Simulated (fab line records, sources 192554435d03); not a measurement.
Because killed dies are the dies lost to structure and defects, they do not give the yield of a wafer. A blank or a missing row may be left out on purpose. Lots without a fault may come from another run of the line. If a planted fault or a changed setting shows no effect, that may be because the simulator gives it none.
Split-lot study + flow n5Finfet + 21 wafers read from 7 lots, route of 1938 steps

== SPLIT DETAILS ==
At N5_WELL_APT_PEB_06 (peb time 90 s), the setting pebTimeS was moved away from the recipe's 90 s on 8 of the 21 wafers read, by -20.4% to +16.6%. All remaining wafers had this setting at the recipe value.

== FROM THE SPLIT TO THE READING: what the file shows between them, 2 steps ==
- N5_WELL_APT_DEVELOP_07: develop time 45 s
- N5_WELL_APT_HARDBAKE_12: time 120 s

== THE READING ==
cdNm, in nm, at N5_WELL_APT_CD_MEAS_08 (target cd 200 nm). Fault-free wafers of this fab line usually give 199.0 nm, standard deviation 1.9 nm.

| wafer  | tool, chamber at the split | pebTimeS as run, s | against the recipe | cdNm, nm | against lot-mates on the recipe |
|--------|----------------------------|--------------------|--------------------|----------|---------------------------------|
| L074.3 | lithoTrack-04, 0           | 101.5              | +12.8%             | 204.3    | +5.9                            |
| L074.5 | lithoTrack-04, 0           | 101.5              | +12.8%             | 205.4    | +7.0                            |
| L074.6 | lithoTrack-04, 0           | 90                 | recipe             | 198.4    | -                               |
| L077.1 | lithoTrack-01, 0           | 71.62              | -20.4%             | 186.9    | -11.2                           |
| L077.2 | lithoTrack-01, 0           | 71.62              | -20.4%             | 188.0    | -10.1                           |
| L077.3 | lithoTrack-01, 0           | 90                 | recipe             | 198.1    | -                               |
| L078.1 | lithoTrack-01, 0           | 104.9              | +16.6%             | 202.2    | +4.3                            |
| L078.4 | lithoTrack-01, 0           | 90                 | recipe             | 197.9    | -                               |
| L078.5 | lithoTrack-01, 0           | 104.9              | +16.6%             | 205.9    | +8.0                            |
| L082.1 | lithoTrack-01, 0           | 90                 | recipe             | 197.4    | -                               |
| L082.2 | lithoTrack-01, 0           | 102.1              | +13.4%             | 205.4    | +7.6                            |
| L082.6 | lithoTrack-01, 0           | 90                 | recipe             | 198.2    | -                               |
| L084.2 | lithoTrack-05, 0           | 90                 | recipe             | 200.3    | -                               |
| L084.4 | lithoTrack-05, 0           | 90                 | recipe             | 199.4    | -                               |
| L084.5 | lithoTrack-05, 0           | 90                 | recipe             | 199.2    | -                               |
| L093.1 | lithoTrack-04, 0           | 90                 | recipe             | 195.5    | -                               |
| L093.4 | lithoTrack-04, 0           | 90                 | recipe             | 200.1    | -                               |
| L093.6 | lithoTrack-04, 0           | 102.5              | +13.9%             | 203.9    | +6.1                            |
| L094.2 | lithoTrack-05, 0           | 90                 | recipe             | 200.8    | -                               |
| L094.4 | lithoTrack-05, 0           | 90                 | recipe             | 200.2    | -                               |
| L094.5 | lithoTrack-05, 0           | 90                 | recipe             | 198.2    | -                               |

THE FIT
A straight line over all 21 wafers: cdNm changes by +0.467 nm for each +1% of pebTimeS; r = +0.95; the points scatter about the line by 1.6 nm.
The same after taking each lot's own level away (the mean of its wafers on the recipe; 21 wafers): +0.48 nm for each +1%; r = +0.97; scatter 1.3 nm.
That fit puts the effect of the largest move of pebTimeS on the reading at 9.8 nm.
Across the lots, their own levels run from 197.80 to 199.73 nm, a range of 1.0 times the standard deviation given above.
The two slopes are in agreement: the lot-to-lot level therefore moves the slope only a little.
Check: -9.46 nm against its lot-mates is what the line predicts for one of the wafers moved furthest among these (-20.4%) when that wafer is left out of the fit. It came out at -11.2 nm against them.

== THE WHOLE CHAIN: every reading that the file lists as answering this split, in the file's order ==
| step                   | what it does             | reading                                                        | change (the file's fit)               | r (the file's) |
|------------------------|--------------------------|----------------------------------------------------------------|---------------------------------------|----------------|
| N5_WELL_APT_CD_MEAS_08 | target cd 200 nm         | cdNm                                                           | +0.478 nm for each +1% of the setting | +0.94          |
| N5_WELL_APT_DESCUM_13  | chemistry O2, time 7.9 s | WELL_APT.cdNm (the simulator's own value, which no gauge read) | +0.473 nm for each +1% of the setting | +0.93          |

== THE FILE'S OWN FIT ==
cdNm changes by +0.478 nm for each +1% of pebTimeS, r = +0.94.
